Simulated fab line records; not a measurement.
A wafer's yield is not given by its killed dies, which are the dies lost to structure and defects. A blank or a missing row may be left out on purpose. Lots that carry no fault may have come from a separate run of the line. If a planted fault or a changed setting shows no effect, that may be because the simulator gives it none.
fab line records | flow n5_finfet
record: lots: 6 wafers: 18 last_day: 19
route steps=1938 shown SD_EPI_N@262 BEOL_M4@1111 PASSIVATION@1936
lots that met no fault: from a run of the same line without faults
start_h: start of the lot's first displayed wafer, in hours after the record's first day | wait_h: hours since the lot's step before | " as in the row above | L1.1+2: a row that stands for several wafers | - value missing, or start not given | * or withheld: withheld | < > ~ a bound
route shown NAME@n: a module of which the file shows steps, and the number in the route of the first | usual: the fault-free wafers' mean and standard deviation | same: alike in all rows | chamber/n: place in a boat | sites: readings site by site | _std_site: how widely they spread, as a standard deviation | _edge_site: the outer-site mean with the inner-site mean subtracted | radius_mm: how far each site lies from the wafer's centre | mask NAME#n: copy n | behind: the most recent tool/chamber to have shaped the wafer | hold: why the lot was held/for how many hours/how that ended | device: which transistor (n, p or np) failed to switch | end of line: tests of these same wafers at the route's end | step lacking rows: just its recipe | killed: the dies lost at the first sort to structure and to defects; this is not the yield of the wafer | map: a wafer's dies, marking killed ones x, the rest . and places with no die _
set.NAME: the setting the step ran with; set.NAME@STEP: the setting that earlier step ran with | model.NAME: the simulator's own value behind a step, which no gauge read
lots at some steps of the route; a table a step, a row a wafer
services: when a tool's chamber went out of use (start_h, in hours from the record's first day, below 0 if earlier), for how many hours, and the reason
== steps ==
step: N5_SD_EPI_N_COAT_32
recipe: resist: SOC temp_c: 250 time_s: 60 spin_rpm: 1500 resist_thk_nm: 350
step: N5_SD_EPI_N_COAT_33
recipe: resist: SiARC temp_c: 220 time_s: 60 spin_rpm: 1500 resist_thk_nm: 35
step: N5_SD_EPI_N_COAT_03
recipe: resist: CAR-ArF-block spin_rpm: 1500 resist_thk_nm: 150
step: N5_SD_EPI_N_EBR_05
recipe: solvent: PGMEA ebr_width_mm: 1.5
step: N5_SD_EPI_N_SOFTBAKE_04
recipe: temp_c: 110 time_s: 60 resist: CAR-ArF-block
step: N5_SD_EPI_N_EXPOSE_06
recipe: mask_id: SD_N_BLK na: 1.35 source_shape: conventional sigma_outer: 0.8 polarization: unpolarized target_cd_nm: 120 dose_mj: 39.75
step: N5_SD_EPI_N_PEB_07
recipe: peb_temp_c: 110 peb_time_s: 60 resist: CAR-ArF-block
step: N5_SD_EPI_N_DEVELOP_08
recipe: develop_time_s: 30 developer: TMAH resist: CAR-ArF-block dev_temp_c: 23 rinse_liquid: diw dry: air_spin
step: N5_SD_EPI_N_CD_MEAS_09
recipe: target_cd_nm: 120 landing_energy_ev: 500 detector: se_inlens
usual: cd_nm: 120.0/0.57
columns lot.wafer tool chamber start_h wait_h cd_nm
L178.1 cd_sem-02 0 68.68 - 119.4
L178.2 " 0 " " 119.7
L178.3 " 0 " " 120.0
L180.1 cd_sem-01 0 80.71 - 119.5
L180.2 " 0 " " 119.5
L180.4 " 0 " " 119.8
L188.1 cd_sem-02 0 128.61 - 120.5
L188.3 " 0 " " 120.0
L188.4 " 0 " " 120.5
L189.3 cd_sem-02 0 131.51 - 120.4
L189.5 " 0 " " 120.9
L189.6 " 0 " " 119.9
L192.1 cd_sem-03 0 151.21 - 118.8
L192.3 " 0 " " 119.4
L192.5 " 0 " " 119.8
L198.2 cd_sem-02 0 188.59 - 119.2
L198.3 " 0 " " 119.9
L198.5 " 0 " " 119.5
step: N5_SD_EPI_N_OVL_MEAS_10
recipe: points_per_wafer: 44
usual: SD_N_BLK_OVL: -0.5/0.69
columns lot.wafer tool chamber start_h wait_h SD_N_BLK_OVL[nm]
L178.1 overlay-02 0 68.71 0.0 -0.4
L178.2 " 0 " " 0.6
L178.3 " 0 " " -0.9
L180.1 overlay-01 0 80.74 0.0 0.8
L180.2 " 0 " " -1.0
L180.4 " 0 " " -0.5
L188.1 overlay-02 0 128.64 0.0 0.4
L188.3 " 0 " " -0.2
L188.4 " 0 " " -1.7
L189.3 overlay-02 0 131.53 0.0 -0.3
L189.5 " 0 " " -0.7
L189.6 " 0 " " -0.1
L192.1 overlay-01 0 151.24 0.0 0.4
L192.3 " 0 " " 0.5
L192.5 " 0 " " 0.7
L198.2 overlay-01 0 188.62 0.0 -0.9
L198.3 " 0 " " -0.1
L198.5 " 0 " " 0.1
step: N5_SD_EPI_N_INSPECT_11
recipe: mode: adi inspect_instrument: macro
usual: raw_defect_count: 2.0/1.4
columns lot.wafer tool chamber start_h wait_h raw_defect_count
L178.1 defect_inspect-02 - 68.89 0.2 2
L178.2 " - " " 0
L178.3 " - " " 1
L180.1 defect_inspect-01 - 80.76 0.0 1
L180.2 " - " " 6
L180.4 " - " " 2
L188.1 defect_inspect-01 - 128.66 0.0 2
L188.3 " - " " 2
L188.4 " - " " 0
L189.3 defect_inspect-02 - 131.56 0.0 4
L189.5 " - " " 2
L189.6 " - " " 3
L192.1 defect_inspect-01 - 151.26 0.0 2
L192.3 " - " " 5
L192.5 " - " " 1
L198.2 defect_inspect-02 - 188.64 0.0 1
L198.3 " - " " 0
L198.5 " - " " 1
step: N5_SD_EPI_N_DESCUM_14
recipe: chemistry: O2 time_s: 7.9 source_power_w: 50 bias_power_w: 20 pressure_mtorr: 20 rf_frequency_hz: 2.712e+07 temp_c: 40 resist: CAR-ArF-block o2_flow_sccm: 225
usual: drypump_motor_current_A: 5.47/0.21 oes_product_au: 0.81/0.083 rf_fwd_power_W: 49.44/0.2 rf_vpp_V: 243.1/1.4 showerhead_plenum_p_Torr: 2.09/0.07 throttle_valve_pct: 20.37/0.25
columns lot.wafer tool chamber start_h wait_h drypump_motor_current_A oes_product_au rf_fwd_power_W rf_hours_counter_h rf_vpp_V showerhead_plenum_p_Torr throttle_valve_pct
L178.1 rie_diel-05 3 68.92 0.0 5.58 0.67 49.49 248 244.0 2.15 20.56
L178.2 " 2 " " 5.87 0.76 49.55 157 242.1 2.09 20.24
L178.3 " 0 " " 5.12 0.78 49.72 125 245.0 2.19 20.70
L180.1 rie_diel-03 0 80.86 0.1 5.44 0.76 49.40 131 243.2 2.11 20.36
L180.2 " 1 " " 5.44 0.98 49.62 4 243.7 2.14 19.93
L180.4 " 3 " " 5.33 0.93 49.30 14 243.9 2.14 20.62
L188.1 rie_diel-05 0 128.70 0.0 5.11 0.76 49.51 148 243.8 2.18 20.72
L188.3 " 3 " " 5.60 0.96 49.67 13 241.5 2.15 20.28
L188.4 " 2 " " 5.93 0.74 49.34 179 243.0 2.08 20.28
L189.3 rie_diel-06 1 131.78 0.2 5.85 0.82 49.69 68 245.1 2.11 19.90
L189.5 " 2 " " 5.28 0.74 49.51 - 242.3 2.09 20.18
L189.6 " 3 " " 5.32 0.81 49.37 - 244.1 2.11 20.54
L192.1 rie_diel-03 0 151.29 0.0 5.43 0.74 49.74 156 244.1 2.10 20.39
L192.3 " 3 " " 5.30 0.88 49.43 39 243.0 2.13 20.68
L192.5 " 0 " " 5.42 0.74 49.57 - 242.8 2.10 20.40
L198.2 rie_diel-03 1 188.68 0.0 5.43 0.88 49.65 45 242.8 2.12 20.01
L198.3 " 2 " " 5.60 0.74 49.25 149 238.8 1.91 20.39
L198.5 " 2 " " 5.60 0.75 49.24 - 240.1 1.91 20.38
step: N5_SD_EPI_N_ETCH_34
recipe: chemistry: CF4 target: SiARC target_depth_a: 455 mask_material: CAR-ArF-block time_s: 75.8 ion_energy_ev: 80 pressure_mtorr: 40 source_w: 545 bias_w: 36 Ar_flow_sccm: 100 cf4_flow_sccm: 100 ends: cleared
usual: bias_w: 36.00/0.095 cf4_flow_sccm: 100.00/0.29 drypump_motor_current_A: 5.47/0.21 etch_rf_on_time_s: 76.1/1 oes_product_au: 0.69/0.07 rf_fwd_power_W: 540.2/2 rf_vpp_V: 184.0/1.2 showerhead_plenum_p_Torr: 2.14/0.065 throttle_valve_pct: 15.56/0.23
columns lot.wafer tool chamber start_h wait_h bias_w cf4_flow_sccm drypump_motor_current_A etch_rf_on_time_s oes_product_au rf_fwd_power_W rf_hours_counter_h rf_vpp_V showerhead_plenum_p_Torr throttle_valve_pct model.CAR-ArF-block_of_SD_EPI_N_COAT_03.thk_nm
L178.1 rie_diel-05 3 68.96 0.0 36.03 100.00 5.59 77.2 0.57 542.7 248 184.9 2.20 15.83 111.4
L178.2 " 2 " " 36.02 99.91 5.91 78.7 0.64 543.2 157 184.6 2.14 15.45 111.8
L178.3 " 0 " " 36.05 100.02 5.12 76.6 0.67 542.2 125 185.4 2.24 15.86 111.8
L180.1 rie_diel-03 0 80.89 0.0 36.04 100.04 5.44 76.3 0.65 540.4 131 185.6 2.15 15.56 110.8
L180.2 " 1 " " 35.97 99.78 5.45 75.4 0.84 537.7 5 185.6 2.19 15.10 111
L180.4 " 3 " " 36.14 100.51 5.33 75.8 0.79 537.9 14 184.6 2.18 15.71 110.4
L188.1 rie_diel-05 0 128.73 0.0 - - - - - - - - - - 143.2
L188.3 " 3 " " - - - - - - - - - - 143.6
L188.4 " 2 " " - - - - - - - - - - 143.4
L189.3 rie_diel-06 1 131.81 0.0 - - - - - - - - - - 143.2
L189.5 " 2 " " - - - - - - - - - - 143.4
L189.6 " 3 " " - - - - - - - - - - 143.4
L192.1 rie_diel-03 0 151.33 0.0 36.00 99.89 5.43 76.8 0.63 539.8 156 185.0 2.14 15.61 110.2
L192.3 " 3 " " 35.98 100.08 5.29 76.2 0.75 540.9 39 183.0 2.18 15.74 110.4
L192.5 " 0 " " 36.07 100.07 5.46 76.4 0.63 540.2 - 183.3 2.14 15.62 110.4
L198.2 rie_diel-03 1 188.71 0.0 36.13 100.25 5.43 76.0 0.75 540.3 45 183.8 2.17 15.16 111
L198.3 " 2 " " 36.01 99.62 5.59 76.2 0.64 539.8 149 182.7 1.98 15.68 111.8
L198.5 " 2 " " 35.91 100.26 5.60 76.3 0.64 537.5 - 180.0 1.98 15.69 111
step: N5_SD_EPI_N_ETCH_35
recipe: chemistry: N2/H2 target: SOC overetch_a: 1080 mask_material: SiARC temp_c: 40 ion_energy_ev: 100 source_w: 3000 bias_w: 133 pressure_mtorr: 20 time_s: 486 n2_flow_sccm: 200 h2_flow_sccm: 200
usual: bias_w: 133.0/0.4 chamber_pressure_mTorr: 19.998/0.017 drypump_motor_current_A: 5.48/0.21 oes_product_au: 0.72/0.07 rf_fwd_power_W: 2995/8.9 rf_vpp_V: 240.7/1.3 showerhead_plenum_p_Torr: 2.54/0.082 throttle_valve_pct: 23.74/0.24
columns lot.wafer tool chamber start_h wait_h bias_w chamber_pressure_mTorr drypump_motor_current_A oes_product_au rf_fwd_power_W rf_hours_counter_h rf_vpp_V showerhead_plenum_p_Torr throttle_valve_pct
L178.1 rie_diel-05 3 69.01 0.0 133.2 19.966 5.61 0.60 2995 248 240.9 2.60 23.82
L178.2 " 2 " " 132.3 20.006 5.93 0.67 2991 157 240.8 2.54 23.44
L178.3 " 0 " " 132.9 20.020 5.12 0.69 3003 125 240.9 2.65 24.00
L180.1 rie_diel-03 0 80.95 0.0 132.7 19.988 5.47 0.68 2987 131 240.1 2.55 23.57
L180.2 " 1 " " 133.1 20.003 5.45 0.87 2987 5 241.0 2.59 23.43
L180.4 " 3 " " 133.3 20.005 5.25 0.83 2995 14 241.6 2.59 23.92
L188.1 rie_diel-05 0 128.79 0.0 133.6 20.005 5.13 0.28 2990 148 243.3 2.64 23.88
L188.3 " 3 " " 133.1 19.991 5.62 0.36 3004 13 242.4 2.60 23.46
L188.4 " 2 " " 133.1 20.000 5.89 0.28 2990 179 240.5 2.53 23.29
L189.3 rie_diel-06 1 131.87 0.0 132.7 19.994 5.89 0.31 2995 69 241.4 2.57 23.37
L189.5 " 2 " " 132.5 20.007 5.26 0.28 2990 - 241.3 2.53 23.33
L189.6 " 3 " " 132.9 20.010 5.32 0.30 2982 - 241.1 2.56 23.86
L192.1 rie_diel-03 0 151.39 0.0 133.0 19.980 5.44 0.67 3006 156 240.8 2.54 23.60
L192.3 " 3 " " 133.3 20.010 5.29 0.78 3004 39 241.1 2.58 23.96
L192.5 " 0 " " 133.0 20.000 5.44 0.66 2993 - 241.3 2.54 23.56
L198.2 rie_diel-03 1 188.77 0.0 133.5 20.001 5.47 0.78 2981 45 241.6 2.57 23.50
L198.3 " 2 " " 133.1 20.002 5.61 0.67 3009 150 237.1 2.33 23.70
L198.5 " 2 " " 132.9 20.001 5.60 0.67 3003 - 237.4 2.33 23.69
step: N5_SD_EPI_N_STRIP_36
recipe: chemistry: N2/H2 temp_c: 40 n2_flow_sccm: 200 h2_flow_sccm: 200 rf_frequency_hz: 6e+07
step: N5_BEOL_M4_RC_MEAS_101
usual: DIBL_N: 36.3/1.2 DIBL_P: 36.3/1.4 IOFF_N: 0.160/0.02 IOFF_P: 0.210/0.025 ION_N: 675/9.5 ION_P: 462/7 SS_N: 71.5/0.53 SS_P: 73.4/0.55 VT_N: 249.5/2.6 VT_P: -250.1/2.9
columns lot.wafer tool chamber start_h wait_h DIBL_N[mV/V] DIBL_P[mV/V] IOFF_N[nA/um] IOFF_P[nA/um] ION_N[uA/um] ION_P[uA/um] SS_N[mV/dec] SS_P[mV/dec] VT_N[mV] VT_P[mV]
L178.1 prober-01 0 210.51 0.0 35.5 37.2 0.146 0.183 680 456 71.7 73.2 252.8 -252.8
L178.2 " 0 " " 36.2 38.1 0.161 0.197 681 458 71.4 73.1 250.4 -251.2
L178.3 " 0 " " 36.6 38.3 0.162 0.199 674 454 71.5 73.6 250.2 -253.6
L180.1 prober-02 0 218.02 0.0 36.7 37.3 0.178 0.264 670 462 71.6 74.1 245.4 -244.1
L180.2 " 0 " " 36.2 35.7 0.153 0.220 663 458 70.9 73.6 252.2 -247.2
L180.4 " 0 " " 36.1 35.9 0.148 0.224 671 465 70.9 73.7 252.0 -246.0
L192.1 prober-02 0 340.93 0.0 36.8 35.9 0.166 0.219 687 469 70.9 73.9 250.1 -247.4
L192.3 " 0 " " 36.7 34.8 0.151 0.198 675 460 71.4 73.7 250.3 -250.7
L192.5 " 0 " " 35.4 33.9 0.135 0.179 671 462 70.9 73.3 252.3 -251.9
L198.2 prober-01 0 356.15 0.2 36.0 37.3 0.190 0.201 660 448 72.0 72.8 247.1 -254.9
L198.3 " 0 " " 35.3 37.3 0.179 0.207 670 450 71.0 73.1 247.2 -250.9
L198.5 " 0 " " 36.7 38.6 0.202 0.221 684 455 71.5 73.9 247.4 -252.8
step: N5_PASSIVATION_PROBE_49
usual: killed_at_M0_to_M3: 36/11 killed_at_M4_up: 13/5.1 killed_at_contacts: 14/4.9 killed_at_front_end: 41/10 killed_at_other: 3.4/2.6 killed_dies: 107/16 killed_on_rim: 14/4 killed_open: 70/11 killed_short: 36/7.8
same: gross_dies: 1180 killed_at_back_side: 0
columns lot.wafer tool chamber start_h wait_h killed_at_M0_to_M3 killed_at_M4_up killed_at_contacts killed_at_front_end killed_at_other killed_dies killed_on_rim killed_open killed_short
L178.1 prober-02 - 331.36 0.0 24 13 14 43 9 103 13 60 41
L178.2 prober-02 - 331.41 0.1 28 11 14 50 4 107 19 67 38
L178.3 prober-02 - 331.46 0.1 57 11 10 32 6 116 17 73 40
L180.1 prober-02 - 334.68 0.0 38 8 14 48 8 116 15 64 44
L180.2 prober-02 - 334.73 0.1 29 13 20 50 4 116 17 78 38
L180.4 prober-02 - 334.83 0.2 31 10 13 42 3 99 13 65 34
L188.1 prober-01 - 395.90 0.0 38 14 20 1105 3 1180 152 69 41
L188.3 prober-01 - 396.00 0.1 38 9 16 1115 2 1180 152 71 31
L188.4 prober-01 - 396.05 0.2 52 10 17 1097 4 1180 152 79 43
L189.3 prober-01 - 416.89 0.1 35 15 13 1116 1 1180 152 73 18
L189.5 prober-01 - 416.99 0.2 24 13 12 1126 5 1180 152 73 28
L189.6 prober-01 - 417.04 0.3 40 17 9 1108 6 1180 152 61 39
L192.1 prober-02 - 460.38 0.0 29 6 12 20 2 69 9 52 17
L192.3 prober-02 - 460.48 0.1 23 9 4 38 3 77 9 50 23
L192.5 prober-02 - 460.58 0.2 33 10 9 29 2 83 14 57 26
killed by level:class
L178.1 MOL_CONTACT_COAG:geometric_particle:open=11 STI_FIN_REVEAL:geometric_particle:open=8 BEOL_M3:geometric_particle:open=8 FIN_SAQP:geometric_particle:short=6 GATE_CUT:geometric_particle:short=6 DUMMY_GATE:geometric_particle:open=5 BEOL_M0_SAQP:geometric_particle:short=5 STI_FIN_REVEAL:geometric_particle:short=4
L178.2 BEOL_M3:geometric_particle:open=9 GATE_CUT:geometric_particle:open=8 BEOL_M0_SAQP:geometric_particle:short=7 MOL_CONTACT_COAG:geometric_particle:open=7 GATE_CUT:geometric_particle:short=7 MOL_CONTACT_COAG:geometric_particle:short=7 FIN_SAQP:geometric_particle:short=6 FIN_SAQP:geometric_particle:open=5
L178.3 BEOL_M3:geometric_particle:open=16 BEOL_M2:geometric_particle:open=9 STI_FIN_REVEAL:geometric_particle:open=8 BEOL_M0_SAQP:geometric_particle:open=8 BEOL_M0_SAQP:geometric_particle:short=8 FIN_SAQP:geometric_particle:short=6 MOL_CONTACT_COAG:geometric_particle:open=6 BEOL_M1:geometric_particle:open=6
L180.1 STI_FIN_REVEAL:geometric_particle:open=19 BEOL_M0_SAQP:geometric_particle:short=12 MOL_CONTACT_COAG:geometric_particle:open=9 BEOL_M0_SAQP:geometric_particle:open=9 HKMG_FIN:area_etch=8 BEOL_M3:geometric_particle:open=7 GATE_CUT:geometric_particle:short=5 MOL_CONTACT_COAG:geometric_particle:short=5
L180.2 FIN_SAQP:geometric_particle:open=19 FIN_SAQP:geometric_particle:short=14 MOL_CONTACT_COAG:geometric_particle:open=14 STI_FIN_REVEAL:geometric_particle:open=7 BEOL_M0_SAQP:geometric_particle:short=7 BEOL_M3:geometric_particle:open=7 MOL_CONTACT_COAG:geometric_particle:short=6 BEOL_M0_SAQP:geometric_particle:open=6
L180.4 MOL_CONTACT_COAG:geometric_particle:open=12 FIN_SAQP:geometric_particle:open=9 FIN_SAQP:geometric_particle:short=9 DUMMY_GATE:geometric_particle:open=8 BEOL_M0_SAQP:geometric_particle:short=7 STI_FIN_REVEAL:geometric_particle:open=6 BEOL_M0_SAQP:geometric_particle:open=4 BEOL_M1:geometric_particle:open=4
L188.1 SD_EPI_N:area_etch=1069 MOL_CONTACT_COAG:geometric_particle:open=17 BEOL_M0_SAQP:geometric_particle:short=13 BEOL_M0_SAQP:geometric_particle:open=8 FIN_SAQP:geometric_particle:open=7 FIN_SAQP:geometric_particle:short=6 BEOL_M3:geometric_particle:open=5 STI_FIN_REVEAL:geometric_particle:open=4
L188.3 SD_EPI_N:area_etch=1078 MOL_CONTACT_COAG:geometric_particle:open=12 BEOL_M0_SAQP:geometric_particle:open=11 DUMMY_GATE:geometric_particle:open=9 BEOL_M0_SAQP:geometric_particle:short=9 GATE_CUT:geometric_particle:short=8 FIN_SAQP:geometric_particle:open=7 BEOL_M3:geometric_particle:open=5
L188.4 SD_EPI_N:area_etch=1058 MOL_CONTACT_COAG:geometric_particle:open=15 FIN_SAQP:geometric_particle:short=12 BEOL_M3:geometric_particle:open=9 BEOL_M0_SAQP:geometric_particle:short=8 BEOL_M0_SAQP:geometric_particle:open=7 BEOL_M1:geometric_particle:open=7 BEOL_M2:geometric_particle:open=7
L189.3 SD_EPI_N:area_etch=1089 MOL_CONTACT_COAG:geometric_particle:open=11 FIN_SAQP:geometric_particle:open=10 BEOL_M1:geometric_particle:open=10 BEOL_M0_SAQP:geometric_particle:open=8 BEOL_M3:geometric_particle:open=8 BEOL_M4:geometric_particle:open=7 FIN_SAQP:geometric_particle:short=4
L189.5 SD_EPI_N:area_etch=1077 STI_FIN_REVEAL:geometric_particle:open=11 BEOL_M4:geometric_particle:open=11 FIN_SAQP:geometric_particle:open=9 MOL_CONTACT_COAG:geometric_particle:open=9 BEOL_M2:geometric_particle:open=9 DUMMY_GATE:geometric_particle:open=5 BEOL_M3:geometric_particle:open=5
L189.6 SD_EPI_N:area_etch=1079 BEOL_M4:geometric_particle:open=12 BEOL_M2:geometric_particle:open=11 MOL_CONTACT_COAG:geometric_particle:open=7 BEOL_M0_SAQP:geometric_particle:open=7 BEOL_M0_SAQP:geometric_particle:short=6 BEOL_M1:geometric_particle:open=6 BEOL_M2:geometric_particle:short=5
L192.1 MOL_CONTACT_COAG:geometric_particle:open=10 BEOL_M0_SAQP:geometric_particle:open=7 FIN_SAQP:geometric_particle:open=6 BEOL_M3:geometric_particle:open=6 BEOL_M0:geometric_particle:open=4 STI_FIN_REVEAL:geometric_particle:open=3 BEOL_M0_SAQP:geometric_particle:short=3 BEOL_M1:geometric_particle:open=3
L192.3 FIN_SAQP:geometric_particle:open=14 FIN_SAQP:geometric_particle:short=8 BEOL_M0_SAQP:geometric_particle:short=6 GATE_CUT:geometric_particle:open=5 MOL_CONTACT_COAG:geometric_particle:open=4 BEOL_M0_SAQP:geometric_particle:open=3 BEOL_M0:geometric_particle:open=3 BEOL_M2:geometric_particle:open=3
L192.5 BEOL_M0_SAQP:geometric_particle:open=9 MOL_CONTACT_COAG:geometric_particle:open=9 BEOL_M2:geometric_particle:open=9 FIN_SAQP:geometric_particle:open=7 BEOL_M0_SAQP:geometric_particle:short=7 GATE_CUT:geometric_particle:short=5 BEOL_M4:geometric_particle:short=5 STI_FIN_REVEAL:geometric_particle:open=4
map L188.1 (x killed, . not)
_________________xxxxxxxxxxxx________________
______________xxxxxxxxxxxxxxxxxx_____________
___________xxxxxxxxxxxxxxxxxxxxxxxx__________
__________xxxxxxxxxxxxxxxxxxxxxxxxxx_________
________xxxxxxxxxxxxxxxxxxxxxxxxxxxxxx_______
_______xxxxxxxxxxxxxxxxxxxxxxxxxxxxxxxx______
______xxxxxxxxxxxxxxxxxxxxxxxxxxxxxxxxxx_____
_____xxxxxxxxxxxxxxxxxxxxxxxxxxxxxxxxxxxx____
____xxxxxxxxxxxxxxxxxxxxxxxxxxxxxxxxxxxxxx___
___xxxxxxxxxxxxxxxxxxxxxxxxxxxxxxxxxxxxxxxx__
___xxxxxxxxxxxxxxxxxxxxxxxxxxxxxxxxxxxxxxxx__
__xxxxxxxxxxxxxxxxxxxxxxxxxxxxxxxxxxxxxxxxxx_
__xxxxxxxxxxxxxxxxxxxxxxxxxxxxxxxxxxxxxxxxxx_
_xxxxxxxxxxxxxxxxxxxxxxxxxxxxxxxxxxxxxxxxxxxx
_xxxxxxxxxxxxxxxxxxxxxxxxxxxxxxxxxxxxxxxxxxxx
_xxxxxxxxxxxxxxxxxxxxxxxxxxxxxxxxxxxxxxxxxxxx
_xxxxxxxxxxxxxxxxxxxxxxxxxxxxxxxxxxxxxxxxxxxx
_xxxxxxxxxxxxxxxxxxxxxxxxxxxxxxxxxxxxxxxxxxxx
_xxxxxxxxxxxxxxxxxxxxxxxxxxxxxxxxxxxxxxxxxxxx
_xxxxxxxxxxxxxxxxxxxxxxxxxxxxxxxxxxxxxxxxxxxx
_xxxxxxxxxxxxxxxxxxxxxxxxxxxxxxxxxxxxxxxxxxxx
__xxxxxxxxxxxxxxxxxxxxxxxxxxxxxxxxxxxxxxxxxx_
__xxxxxxxxxxxxxxxxxxxxxxxxxxxxxxxxxxxxxxxxxx_
___xxxxxxxxxxxxxxxxxxxxxxxxxxxxxxxxxxxxxxxx__
___xxxxxxxxxxxxxxxxxxxxxxxxxxxxxxxxxxxxxxxx__
____xxxxxxxxxxxxxxxxxxxxxxxxxxxxxxxxxxxxxx___
_____xxxxxxxxxxxxxxxxxxxxxxxxxxxxxxxxxxxx____
______xxxxxxxxxxxxxxxxxxxxxxxxxxxxxxxxxx_____
_______xxxxxxxxxxxxxxxxxxxxxxxxxxxxxxxx______
________xxxxxxxxxxxxxxxxxxxxxxxxxxxxxx_______
__________xxxxxxxxxxxxxxxxxxxxxxxxxx_________
___________xxxxxxxxxxxxxxxxxxxxxxxx__________
______________xxxxxxxxxxxxxxxxxx_____________
_________________xxxxxxxxxxxx________________
map L189.3 (x killed, . not)
_________________xxxxxxxxxxxx________________
______________xxxxxxxxxxxxxxxxxx_____________
___________xxxxxxxxxxxxxxxxxxxxxxxx__________
__________xxxxxxxxxxxxxxxxxxxxxxxxxx_________
________xxxxxxxxxxxxxxxxxxxxxxxxxxxxxx_______
_______xxxxxxxxxxxxxxxxxxxxxxxxxxxxxxxx______
______xxxxxxxxxxxxxxxxxxxxxxxxxxxxxxxxxx_____
_____xxxxxxxxxxxxxxxxxxxxxxxxxxxxxxxxxxxx____
____xxxxxxxxxxxxxxxxxxxxxxxxxxxxxxxxxxxxxx___
___xxxxxxxxxxxxxxxxxxxxxxxxxxxxxxxxxxxxxxxx__
___xxxxxxxxxxxxxxxxxxxxxxxxxxxxxxxxxxxxxxxx__
__xxxxxxxxxxxxxxxxxxxxxxxxxxxxxxxxxxxxxxxxxx_
__xxxxxxxxxxxxxxxxxxxxxxxxxxxxxxxxxxxxxxxxxx_
_xxxxxxxxxxxxxxxxxxxxxxxxxxxxxxxxxxxxxxxxxxxx
_xxxxxxxxxxxxxxxxxxxxxxxxxxxxxxxxxxxxxxxxxxxx
_xxxxxxxxxxxxxxxxxxxxxxxxxxxxxxxxxxxxxxxxxxxx
_xxxxxxxxxxxxxxxxxxxxxxxxxxxxxxxxxxxxxxxxxxxx
_xxxxxxxxxxxxxxxxxxxxxxxxxxxxxxxxxxxxxxxxxxxx
_xxxxxxxxxxxxxxxxxxxxxxxxxxxxxxxxxxxxxxxxxxxx
_xxxxxxxxxxxxxxxxxxxxxxxxxxxxxxxxxxxxxxxxxxxx
_xxxxxxxxxxxxxxxxxxxxxxxxxxxxxxxxxxxxxxxxxxxx
__xxxxxxxxxxxxxxxxxxxxxxxxxxxxxxxxxxxxxxxxxx_
__xxxxxxxxxxxxxxxxxxxxxxxxxxxxxxxxxxxxxxxxxx_
___xxxxxxxxxxxxxxxxxxxxxxxxxxxxxxxxxxxxxxxx__
___xxxxxxxxxxxxxxxxxxxxxxxxxxxxxxxxxxxxxxxx__
____xxxxxxxxxxxxxxxxxxxxxxxxxxxxxxxxxxxxxx___
_____xxxxxxxxxxxxxxxxxxxxxxxxxxxxxxxxxxxx____
______xxxxxxxxxxxxxxxxxxxxxxxxxxxxxxxxxx_____
_______xxxxxxxxxxxxxxxxxxxxxxxxxxxxxxxx______
________xxxxxxxxxxxxxxxxxxxxxxxxxxxxxx_______
__________xxxxxxxxxxxxxxxxxxxxxxxxxx_________
___________xxxxxxxxxxxxxxxxxxxxxxxx__________
______________xxxxxxxxxxxxxxxxxx_____________
_________________xxxxxxxxxxxx________________
== services ==
columns tool chamber start_h hours kind
rie_diel-03 1 49.50 - clean
rie_diel-03 1 49.50 - consumable_replace:focus_ring
rie_diel-03 1 49.50 19.6 scheduled_down
rie_diel-03 1 49.50 19.6 vent_cycle
rie_diel-03 2 52.97 7.7 repair
rie_diel-05 3 74.42 - clean
rie_diel-05 3 74.42 - consumable_replace:focus_ring
rie_diel-05 3 74.42 15.5 scheduled_down
rie_diel-05 3 74.42 15.5 vent_cycle
rie_diel-06 1 110.57 8.0 repair
rie_diel-05 1 166.89 - clean
rie_diel-05 1 166.89 - consumable_replace:focus_ring
== key ==
first_sign: step: N5_SD_EPI_N_ETCH_34 reading: tool_record direction: missing
effect: step: N5_SD_EPI_N_ETCH_35 reading: oes_product_au direction: down sigmas: 6 usual: 0.72 struck: 0.30
effect: step: N5_PASSIVATION_PROBE_49 reading: killed_at_front_end direction: up sigmas: 99+ usual: 41 struck: 1111
model_effect: step: N5_SD_EPI_N_ETCH_34 value: CAR-ArF-block_of_SD_EPI_N_COAT_03.thk_nm without: 110.8 struck: 143.4
more_kills_born_at: N5_SD_EPI_N_ETCH_34@rie_diel-06: 3245 N5_SD_EPI_N_ETCH_34@rie_diel-05: 3205
met_at N5_SD_EPI_N_ETCH_34
struck_wafers L188.1,L188.3,L188.4,L189.3,L189.5,L189.6
later_rows_left_out L188.1,L188.3,L188.4,L189.3,L189.5,L189.6
tester_left_out L188,L189
onset_between 68.96 128.73
fault: kind: skipped_step_whole tool: rie_diel-05,rie_diel-06 chamber: - onset_h: 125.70 steps: N5_SD_EPI_N_ETCH_34 scope: struck_lots_only
tester_left_out: of these lots the tester's yield and bins aren't shown, on N5 and GAA mostly nor the transistor test; their killed dies are dies lost to structure and defects alone, not to doping, threshold or leakage, so they don't give the yield
later_rows_left_out: the simulator's readings of these wafers behind a module that went badly wrong aren't trusted and aren't shown, but for the sort
